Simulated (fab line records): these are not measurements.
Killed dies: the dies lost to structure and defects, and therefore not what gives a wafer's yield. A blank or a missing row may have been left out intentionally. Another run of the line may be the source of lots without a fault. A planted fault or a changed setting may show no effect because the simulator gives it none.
What tool caused it? -- flow n5 finfet -- 72 wafers from 24 lots sampled at 3 of the route's 1938 steps

## WHAT THE GAUGES READ, wafer by wafer
N5_BEOL_M5_THK_MEAS_01. Usual: M5_ILD_THK 120.6 nm, standard deviation 1.7.
lot,measured,on,M5_ILD_THK (nm),flag
L075,day 8 19:51,film metro-02,119.0 118.2 120.3,
L074,day 8 22:31,film metro-02,118.1 118.7 119.3,
L076,day 9 13:40,film metro-02,122.8 121.8 120.9,
L077,day 9 18:31,film metro-01,119.5 122.6 120.4,
L078,day 9 21:06,film metro-02,121.4 120.2 120.7,
L079,day 10 03:43,film metro-01,120.3 120.5 119.2,
L080,day 10 02:08,film metro-02,121.4 122.8 122.5,
L083,day 10 10:29,film metro-01,119.1 122.4 121.8,
L081,day 11 05:30,film metro-02,120.5 123.4 122.2,
L084,day 11 13:10,film metro-01,117.5 120.3 122.7,
L082,day 11 18:14,film metro-02,119.9 119.7 120.0,
L088,day 11 19:56,film metro-02,120.7 123.7 121.8,
L085,day 11 21:26,film metro-02,123.0 121.6 122.7,
L086,day 12 10:28,film metro-01,121.2 122.9 122.3,
L087,day 12 15:47,film metro-01,119.1 120.2 121.7,
L089,day 12 23:14,film metro-01,120.5 123.9 120.3,
L090,day 13 02:03,film metro-01,117.8 118.5 121.4,
L092,day 13 03:51,film metro-02,122.5 122.8 119.5,
L091,day 13 07:08,film metro-02,118.8 120.0 118.6,
L093,day 13 07:47,film metro-02,120.2 120.0 120.6,
L094,day 13 17:38,film metro-01,119.2 121.5 122.1,
L095,day 14 00:29,film metro-01,118.4 124.0 122.0,
L096,day 14 21:01,film metro-01,118.3 121.2 121.0,
L097,day 15 00:43,film metro-01,119.1 119.2 122.1,

## EACH LOT AND THE TOOL THAT RAN IT (in order: tool; ch and the chambers of the sampled wafers; start)
lot,N5_BEOL_M4_SPUTTER_81,N5_BEOL_M4_SPUTTER_96
L075,"pvd sputter-01, day 8 15:18","pvd sputter-01, day 8 16:37"
L074,"pvd sputter-03, day 8 18:04","pvd sputter-03, day 8 19:23"
L076,"pvd sputter-03, day 9 09:13","pvd sputter-03, day 9 10:32"
L077,"pvd sputter-01, day 9 14:14","pvd sputter-01, day 9 15:33"
L078,"pvd sputter-01, day 9 17:08","pvd sputter-01, day 9 18:27"
L079,"pvd sputter-01, day 9 20:25","pvd sputter-01, day 10 00:34"
L080,"pvd sputter-02, day 9 22:07","pvd sputter-02, day 9 23:26"
L083,"pvd sputter-03, day 10 06:16","pvd sputter-03, day 10 07:35"
L081,"pvd sputter-03, day 11 01:32","pvd sputter-03, day 11 02:51"
L084,"pvd sputter-03, day 11 09:11","pvd sputter-03, day 11 10:30"
L082,"pvd sputter-02, day 11 14:10","pvd sputter-02, day 11 15:29"
L088,"pvd sputter-01, day 11 15:58","pvd sputter-01, day 11 17:17"
L085,"pvd sputter-02, day 11 17:28","pvd sputter-02, day 11 18:47"
L086,"pvd sputter-01, day 12 06:01","pvd sputter-01, day 12 07:20"
L087,"pvd sputter-01, day 12 11:39","pvd sputter-01, day 12 12:58"
L089,"pvd sputter-01, day 12 19:05","pvd sputter-01, day 12 20:25"
L090,"pvd sputter-02, day 12 21:37","pvd sputter-02, day 12 22:56"
L092,"pvd sputter-02, day 12 23:27","pvd sputter-02, day 13 00:46"
L091,"pvd sputter-01, day 13 03:05","pvd sputter-01, day 13 04:24"
L093,"pvd sputter-02, day 13 03:10","pvd sputter-02, day 13 04:29"
L094,"pvd sputter-02, day 13 13:40","pvd sputter-02, day 13 14:59"
L095,"pvd sputter-02, day 13 20:31","pvd sputter-02, day 13 21:50"
L096,"pvd sputter-02, day 14 17:04","pvd sputter-02, day 14 18:23"
L097,"pvd sputter-03, day 14 20:46","pvd sputter-03, day 14 22:05"
- N5_BEOL_M4_SPUTTER_81: material Cu, target thk 4.5 nm, time 8.29 s.
- N5_BEOL_M4_SPUTTER_96: material Cu, target thk 4.5 nm, time 8.29 s.

## AS READ BY THE TOOLS THEMSELVES (means over the sampled wafers that have a number; for cases with no such wafer, the mark the record gives instead)
N5_BEOL_M4_SPUTTER_81. Usual: throttle valve pct reads 29.9 % (standard deviation 0.84).
lot,tool,throttle valve pct (%),flag
L075,pvd sputter-01,29.9,
L074,pvd sputter-03,29.7,
L076,pvd sputter-03,28.8,
L077,pvd sputter-01,29.9,
L078,pvd sputter-01,29.7,
L079,pvd sputter-01,29.9,
L080,pvd sputter-02,30.2,
L083,pvd sputter-03,30.5,
L081,pvd sputter-03,28.3,
L084,pvd sputter-03,29.8,
L082,pvd sputter-02,30.2,
L088,pvd sputter-01,29.7,
L085,pvd sputter-02,29.7,
L086,pvd sputter-01,30.5,
L087,pvd sputter-01,30.0,
L089,pvd sputter-01,29.8,
L090,pvd sputter-02,30.0,
L092,pvd sputter-02,29.8,
L091,pvd sputter-01,30.4,
L093,pvd sputter-02,29.7,
L094,pvd sputter-02,30.1,
L095,pvd sputter-02,29.8,
L096,pvd sputter-02,30.1,
L097,pvd sputter-03,28.9,

N5_BEOL_M4_SPUTTER_96. Usual: throttle valve pct reads 29.9 % (standard deviation 0.83).
lot,tool,throttle valve pct (%),flag
L075,pvd sputter-01,29.9,
L074,pvd sputter-03,29.5,
L076,pvd sputter-03,28.5,
L077,pvd sputter-01,29.9,
L078,pvd sputter-01,29.8,
L079,pvd sputter-01,30.1,
L080,pvd sputter-02,30.3,
L083,pvd sputter-03,30.2,
L081,pvd sputter-03,28.4,
L084,pvd sputter-03,29.7,
L082,pvd sputter-02,30.1,
L088,pvd sputter-01,29.9,
L085,pvd sputter-02,29.9,
L086,pvd sputter-01,30.4,
L087,pvd sputter-01,29.9,
L089,pvd sputter-01,29.8,
L090,pvd sputter-02,30.1,
L092,pvd sputter-02,29.7,
L091,pvd sputter-01,30.1,
L093,pvd sputter-02,29.6,
L094,pvd sputter-02,30.2,
L095,pvd sputter-02,30.1,
L096,pvd sputter-02,30.0,
L097,pvd sputter-03,28.9,

## THE ANSWER, worked out from the rows above alone
Rule: a lot counts as off when the mean over its wafers that have a number is more than 3 standard deviations away from the usual mean. Also off: a lot with no number at a reading for which 4 or more lots have one. Where the step has rows for the other lots, those lots are counted as sound. Order of review: gauges by route order, followed by the tools' own readings, for which a lot's mean as printed above is used. The first step at which some lot is off is used, and at that step the reading that is off furthest; a lot without a number counts as furthest.
No lot is off on any of the readings shown, so nothing can be concluded from this.

## WHAT THE SIMULATOR HAD INSERTED
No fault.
